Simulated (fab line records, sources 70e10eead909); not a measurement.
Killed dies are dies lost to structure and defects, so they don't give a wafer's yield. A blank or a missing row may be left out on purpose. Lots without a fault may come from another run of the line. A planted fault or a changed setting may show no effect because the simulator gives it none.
fab line records | flow nand_harc
record lots=5 wafers=15 last_day=24
route steps=1159 shown A_M0@996 END@1159
lots that met no fault: from a run of the same line without faults
start_h: hours from the record's first day to the start of the lot's first wafer shown | wait_h: hours since the lot's step before | " the same as in the row above | L1.1+2: a row that stands for several wafers | - no value, or no start given | * or withheld: withheld | < > ~ a bound
route shown NAME@n: a module of which the file shows steps, and the number in the route of the first | usual: mean/standard deviation of fault-free wafers | same: alike in all rows | chamber/n: place in a boat | sites: the reading at each site | _std_site: their standard deviation | _edge_site: outer sites' mean less inner sites' | radius_mm: how far each site lies from the wafer's centre | mask NAME#n: copy n | behind: the tool/chamber that last shaped the wafer | hold: why the lot was held/for how many hours/how that ended | device: the transistor (n, p or np) that didn't switch | end of line: the same wafers' tests at the end of the route | a step without rows: its recipe alone | killed: dies lost to structure and defects at the first sort, not the wafer's yield | map: a wafer's dies, x killed, . not, _ none there
set.NAME: the setting as run; set.NAME@STEP: as run at that earlier step | model.NAME: the simulator's own value behind a step, which no gauge read
lots at some steps of the route; a table a step, a row a wafer
services: from which hour (start_h, from the record's first day; less than 0 if before it) a tool's chamber was out of use, for how many hours, and why
## steps
# step NHARC_A_M0_HMDS_02
# recipe time_s=30
# step NHARC_A_M0_COAT_33
# recipe temp_c=200 time_s=65
# step NHARC_A_M0_COAT_03
# recipe spin_rpm=1500 resist_thk_nm=90
# step NHARC_A_M0_SOFTBAKE_04
# recipe temp_c=105 time_s=55
# step NHARC_A_M0_EBR_05
# step NHARC_A_M0_EXPOSE_06
# recipe na=1.35 target_cd_nm=80 dose_mj=83.25 mask_id=A_M0
# step NHARC_A_M0_PEB_07
# recipe peb_temp_c=100 peb_time_s=65
# step NHARC_A_M0_DEVELOP_08
# recipe develop_time_s=35 dev_temp_c=23
# step NHARC_A_M0_CD_MEAS_09
# recipe target_cd_nm=80 landing_energy_ev=500
# usual cd_nm=79.9/0.76
# columns lot.wafer tool chamber start_h wait_h cd_nm
L385.1 cd_sem-02 0 405.66 - 79.5
L385.3 " 0 " " 78.9
L385.4 " 0 " " 79.5
L388.3 cd_sem-02 0 442.72 - 77.9
L388.4 " 0 " " 79.5
L388.6 " 0 " " 78.3
L390.3 cd_sem-02 0 449.15 - 79.3
L390.4 " 0 " " 79.8
L390.6 " 0 " " 79.7
L398.4 cd_sem-01 0 510.34 - 79.5
L398.5 " 0 " " 79.5
L398.6 " 0 " " 81.0
L402.1 cd_sem-03 0 519.63 - 79.4
L402.2 " 0 " " 80.5
L402.6 " 0 " " 80.1
# step NHARC_A_M0_OVL_MEAS_10
# recipe pitch_nm=160
# usual overlay_x_nm=0.3/0.86 overlay_y_nm=0.0/0.77
# columns lot.wafer tool chamber start_h wait_h overlay_x_nm overlay_y_nm
L385.1 overlay-02 - 405.75 - 0.8 -0.7
L385.3 " - " " 1.1 -0.6
L385.4 " - " " 1.4 -1.1
L388.3 overlay-02 - 442.81 - 0.5 -0.3
L388.4 " - " " 1.1 -0.1
L388.6 " - " " 0.9 -0.1
L390.3 overlay-01 - 449.23 - -0.2 -1.0
L390.4 " - " " 0.7 -1.0
L390.6 " - " " 0.2 -0.9
L398.4 overlay-01 - 510.43 - 1.0 0.3
L398.5 " - " " 1.4 0.5
L398.6 " - " " 0.6 0.4
L402.1 overlay-01 - 519.73 - -1.5 -0.3
L402.2 " - " " -0.2 -0.9
L402.6 " - " " -0.7 -0.7
# step NHARC_A_M0_INSPECT_11
# usual raw_defect_count=28/12
# columns lot.wafer tool chamber start_h wait_h raw_defect_count
L385.1 defect_inspect-02 - 405.78 0.0 23
L385.3 " - " " 16
L385.4 " - " " 26
L388.3 defect_inspect-02 - 442.84 0.0 24
L388.4 " - " " 36
L388.6 " - " " 22
L390.3 defect_inspect-01 - 449.27 0.0 31
L390.4 " - " " 19
L390.6 " - " " 28
L398.4 defect_inspect-01 - 510.46 0.0 25
L398.5 " - " " 38
L398.6 " - " " 36
L402.1 defect_inspect-02 - 519.77 0.0 14
L402.2 " - " " 16
L402.6 " - " " 19
# step NHARC_A_M0_DESCUM_14
# recipe time_s=3 o2_flow_sccm=200 ar_flow_sccm=0 bias_power_w=0 chemistry=O2
# usual drypump_motor_current_A=5.64/0.23 oes_product_au=0.999/0.013 rf_vpp_V=57.9/0.87 showerhead_plenum_p_Torr=1.92/0.087 throttle_valve_pct=11.311/0.0086
# columns lot.wafer tool chamber start_h wait_h drypump_motor_current_A oes_product_au rf_hours_counter_h rf_vpp_V showerhead_plenum_p_Torr throttle_valve_pct
L385.4 rie_diel-09 3 405.84 0.1 5.81 1.019 11 59.0 1.95 11.315
L385.1 " 0 " " 5.49 0.991 11 57.4 1.80 11.311
L385.3 " 1 " " 5.75 0.995 10 58.2 1.99 11.309
L388.3 rie_diel-04 2 442.91 0.1 5.25 1.013 11 59.3 1.89 11.320
L388.4 " 0 " " 5.61 1.013 12 58.3 2.00 11.304
L388.6 " 1 " " 5.68 0.992 - 55.9 1.78 11.324
L390.3 rie_diel-09 0 449.34 0.1 5.51 0.996 1 57.9 1.80 11.313
L390.4 " 2 " " 6.07 0.994 1 59.8 2.00 11.325
L390.6 " 3 " " 5.80 1.003 - 57.8 1.95 11.315
L398.4 rie_diel-04 0 510.55 0.1 5.66 1.012 3 58.7 2.00 11.301
L398.5 " 1 " " 5.70 1.003 - 57.5 1.78 11.298
L398.6 " 2 " " 5.25 0.983 - 57.6 1.89 11.293
L402.2 rie_diel-04 2 519.83 0.1 5.23 0.987 3 57.9 1.89 11.329
L402.1 " 3 " " 5.69 0.985 2 59.6 2.03 11.305
L402.6 " 2 " " 5.24 0.984 - 57.7 1.89 11.310
# step NHARC_A_M0_ETCH_34
# recipe target_depth_a=400 overetch_a=120 time_s=43.94 ion_energy_ev=200 n2_flow_sccm=150 h2_flow_sccm=150 ar_flow_sccm=0 rf_w=400 bias_w=150 chemistry=N2/H2
# usual drypump_motor_current_A=5.65/0.23 h2_flow_sccm=150.0/0.47 oes_product_au=1.002/0.012 rf_vpp_V=430.9/2.8 run_length_s=65.4/0.52 showerhead_plenum_p_Torr=2.05/0.095 throttle_valve_pct=14.171/0.0087
# columns lot.wafer tool chamber start_h wait_h drypump_motor_current_A h2_flow_sccm oes_product_au rf_hours_counter_h rf_vpp_V run_length_s showerhead_plenum_p_Torr throttle_valve_pct
L385.3 rie_diel-09 2 405.93 0.1 6.09 149.8 0.996 10 433.2 65.5 2.13 14.173
L385.1 " 3 " " 5.81 150.2 1.017 11 432.0 64.7 2.08 14.168
L385.4 " 0 " " 5.49 150.8 0.991 11 427.1 65.9 1.91 14.172
L388.3 rie_diel-04 2 442.99 0.1 5.25 149.2 1.019 11 430.6 65.6 2.02 14.178
L388.4 " 1 " " 5.68 150.3 1.000 12 427.4 65.4 1.89 14.171
L388.6 " 3 " " 5.70 149.5 1.025 - 433.2 66.2 2.17 14.167
L390.3 rie_diel-09 3 449.42 0.1 5.84 150.7 1.001 1 431.6 64.8 2.08 14.177
L390.4 " 0 " " 5.52 149.6 0.998 1 427.4 52.3 1.91 14.170
L390.6 " 2 " " 6.08 150.2 1.013 - 431.5 65.0 2.13 14.159
L398.4 rie_diel-04 3 510.62 0.1 5.68 150.0 0.987 2 434.5 65.8 2.17 14.165
L398.6 " 0 " " 5.65 150.2 1.014 - 433.9 65.2 2.13 14.168
L398.5 " 1 " " 5.73 150.4 0.995 - 424.6 65.3 1.89 14.171
L402.1 rie_diel-04 0 519.92 0.1 5.65 149.8 1.013 3 433.4 64.5 2.13 14.176
L402.2 " 2 " " 5.26 150.0 0.983 3 429.3 66.3 2.01 14.172
L402.6 " 0 " " 5.65 150.1 1.012 - 433.5 64.5 2.13 14.159
# step NHARC_A_M0_ETCH_15
# recipe target_depth_a=1500 overetch_a=150 time_s=82.5 c4f8_flow_sccm=withheld ar_flow_sccm=400 rf_w=600 bias_w=300 chemistry=C4F8/Ar
# usual oes_product_au=0.959/0.018 rf_vpp_V=441.2/2.8 run_length_s=103.9/0.53
# columns lot.wafer tool chamber start_h wait_h oes_product_au rf_hours_counter_h rf_vpp_V run_length_s
L385.1 rie_diel-09 3 - - 0.986 11 442.0 103.9
L385.3 " 0 " " 0.964 11 436.4 104.7
L385.4 " 2 " " 0.976 10 443.1 103.4
L388.3 rie_diel-04 0 - - 0.981 12 441.7 103.5
L388.4 " 2 " " 0.981 11 439.9 104.1
L388.6 " 1 " " 0.963 - 434.4 103.9
L390.4 rie_diel-09 2 - - 0.983 1 444.0 103.3
L390.3 " 1 " " 0.976 1 443.4 104.3
L390.6 " 3 " " 0.978 - 441.6 103.9
L398.4 rie_diel-04 2 - - 0.957 3 439.3 104.7
L398.5 " 2 " " 0.957 - 439.8 104.6
L398.6 " 3 " " 0.970 - 444.3 105.0
L402.2 rie_diel-04 3 - - 0.956 2 444.4 104.2
L402.1 " 0 " " 0.984 3 443.3 103.1
L402.6 " 2 " " 0.953 - 441.1 104.4
# step NHARC_END_SORT_01
# recipe temp_c=25
# usual defect_limited_yield=95.5/1.4 killed_at_array=26/9.1 killed_at_other=0.7/0.9 killed_at_periphery=3.6/2.8 killed_dies=30/9.2 killed_open=3.0/1.9 killed_short=2.0/1.4 sort_bin_2_pct=1.4/0.6 sort_bin_3_pct=0.23/0.17 sort_bin_4_pct=2.8/0.92 sort_n_pass=647/9.2 sort_rim_yield_pct=95.9/2.1 sort_yield_pct=95.5/1.4
# same gross_dies=677 sort_bin_5_pct[%]=0 sort_bin_6_pct[%]=0 sort_bin_7_pct[%]=0 sort_bin_8_pct[%]=0 sort_rim_n_gross=106.00
# columns lot.wafer tool chamber start_h wait_h defect_limited_yield[%] killed_at_array killed_at_other killed_at_periphery killed_dies killed_open killed_short sort_bin_2_pct[%] sort_bin_3_pct[%] sort_bin_4_pct[%] sort_n_pass sort_rim_yield_pct[%] sort_yield_pct[%]
L385.1 prober-01 0 452.31 2.5 96.8 20 0 2 22 4 1 1.5 0.15 1.6 655 99.1 96.8
L385.3 prober-01 0 453.91 3.1 97.6 15 0 1 16 1 1 0.7 0 1.6 661 100.0 97.6
L385.4 prober-01 0 454.71 3.4 96.0 25 0 2 27 2 5 1.8 0 2.2 650 96.2 96.0
L388.3 prober-02 0 483.33 3.1 96.2 21 1 4 26 1 2 1.3 0 2.5 651 97.2 96.2
L388.4 prober-02 0 484.13 3.4 94.7 30 3 3 36 2 0 1.5 0.44 3.4 641 94.3 94.7
L388.6 prober-02 0 485.74 4.0 95.9 23 2 3 28 4 2 1.3 0 2.8 649 95.3 95.9
L402.1 prober-01 0 569.62 2.5 97.2 16 2 1 19 2 1 1.0 0 1.8 658 96.2 97.2
L402.2 prober-01 0 570.44 2.8 96.9 16 2 3 21 3 3 0.4 0.15 2.5 656 98.1 96.9
L402.6 prober-01 0 573.70 4.1 96.0 23 0 4 27 5 1 1.5 0.30 2.2 650 96.2 96.0
# killed by level:class
L385.1 A_CHANNEL_HOLE_D1:chamber_film_flake=11 A_STAIRCASE:chamber_film_flake=4 P_CONTACT:geometric_particle:short=1 P_CONTACT:geometric_particle:open=1 A_WL_FILL:geometric_particle:open=1 A_BLC:geometric_particle:open=1 A_M0:geometric_particle:open=1 A_ZERO_WELL:chamber_film_flake=1
L385.3 A_CHANNEL_HOLE_D1:chamber_film_flake=10 A_ONON_D1:geometric_particle:open=1 A_CHANNEL_HOLE_D1:geometric_particle:short=1 P_GATE:chamber_film_flake=1 A_SLIT:chamber_film_flake=1 A_STAIRCASE:chamber_film_flake=1 A_CONTACT:chamber_film_flake=1
L385.4 A_CHANNEL_HOLE_D1:chamber_film_flake=11 A_STAIRCASE:chamber_film_flake=6 P_CONTACT:geometric_particle:short=1 A_CHANNEL_HOLE_D1:geometric_particle:short=1 A_CONTACT:geometric_particle:short=1 A_CONTACT:geometric_particle:open=1 A_M0:geometric_particle:short=1 A_M0:geometric_particle:open=1
L388.3 A_CHANNEL_HOLE_D1:chamber_film_flake=11 A_STAIRCASE:chamber_film_flake=5 P_STI:chamber_film_flake=2 A_ZERO_WELL:chamber_film_flake=2 P_CONTACT:geometric_particle:short=1 A_SOURCE_PLATE:geometric_particle:open=1 A_ONON_D1:geometric_particle:short=1 P_GATE:chamber_film_flake=1
L388.4 A_CHANNEL_HOLE_D1:chamber_film_flake=15 A_STAIRCASE:chamber_film_flake=7 A_ZERO_WELL:chamber_film_flake=3 THIN_TSV:chamber_film_flake=3 P_STI:chamber_film_flake=2 A_ONON_D1:geometric_particle:open=1 A_BLC:geometric_particle:open=1 P_GATE:chamber_film_flake=1
L388.6 A_CHANNEL_HOLE_D1:chamber_film_flake=11 A_STAIRCASE:chamber_film_flake=5 A_M0:geometric_particle:open=2 P_STI:chamber_film_flake=2 A_CONTACT:chamber_film_flake=2 THIN_TSV:chamber_film_flake=2 P_M0:geometric_particle:open=1 A_ONON_D1:geometric_particle:short=1
L402.1 A_CHANNEL_HOLE_D1:chamber_film_flake=4 A_CONTACT:chamber_film_flake=4 A_CHANNEL_FILL_D1:chamber_film_flake=2 THIN_TSV:chamber_film_flake=2 A_CHANNEL_HOLE_D1:geometric_particle:open=1 A_SGD_CUT:geometric_particle:short=1 A_M0:geometric_particle:open=1 P_CONTACT:chamber_film_flake=1
L402.2 A_CHANNEL_HOLE_D1:chamber_film_flake=7 A_ZERO_WELL:chamber_film_flake=2 THIN_TSV:chamber_film_flake=2 A_SLIT:chamber_film_flake=2 A_CONTACT:chamber_film_flake=2 P_GATE:geometric_particle:open=1 P_CONTACT:geometric_particle:open=1 P_M2:geometric_particle:open=1
L402.6 A_CHANNEL_HOLE_D1:chamber_film_flake=12 A_CONTACT:chamber_film_flake=4 A_CHANNEL_FILL_D1:chamber_film_flake=3 P_GATE:geometric_particle:open=1 P_M0:geometric_particle:open=1 P_M1:geometric_particle:open=1 A_WL_FILL:geometric_particle:open=1 A_CONTACT:geometric_particle:open=1
## services
# columns tool chamber start_h hours kind
rie_diel-04 3 392.19 13.0 repair
rie_diel-04 0 395.90 - clean
rie_diel-04 1 395.90 - clean
rie_diel-04 2 395.90 - clean
rie_diel-04 0 420.40 - clean
rie_diel-04 1 420.40 - clean
rie_diel-04 2 420.40 - clean
rie_diel-04 3 420.40 - clean
rie_diel-09 - 431.10 9.0 pm
rie_diel-04 0 444.90 - clean
rie_diel-04 1 444.90 - clean
rie_diel-04 2 444.90 - clean
rie_diel-04 3 444.90 - clean
rie_diel-04 - 465.90 9.0 pm
rie_diel-04 0 465.90 9.0 vent_cycle
rie_diel-04 1 465.90 9.0 vent_cycle
rie_diel-04 2 465.90 9.0 vent_cycle
rie_diel-04 3 465.90 9.0 vent_cycle
rie_diel-04 0 474.90 - clean
rie_diel-04 1 474.90 - clean
rie_diel-04 2 474.90 - clean
rie_diel-04 3 478.24 14.8 repair
rie_diel-04 1 502.93 6.6 repair
rie_diel-04 - 506.15 1.2 repair
## key
first_sign step=NHARC_A_M0_ETCH_34 reading=run_length_s direction=down sigmas=25 usual=* struck=*
effect none on later readings
met_at NHARC_A_M0_ETCH_34
struck_wafers L390.4
onset_between 405.93 449.42
fault kind=process_parameter_drift tool=rie_diel-09 chamber=0 onset_h=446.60 steps=NHARC_A_M0_ETCH_34 channel=time_s offset=* shape=step end_h=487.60 acts_in=* stated=*
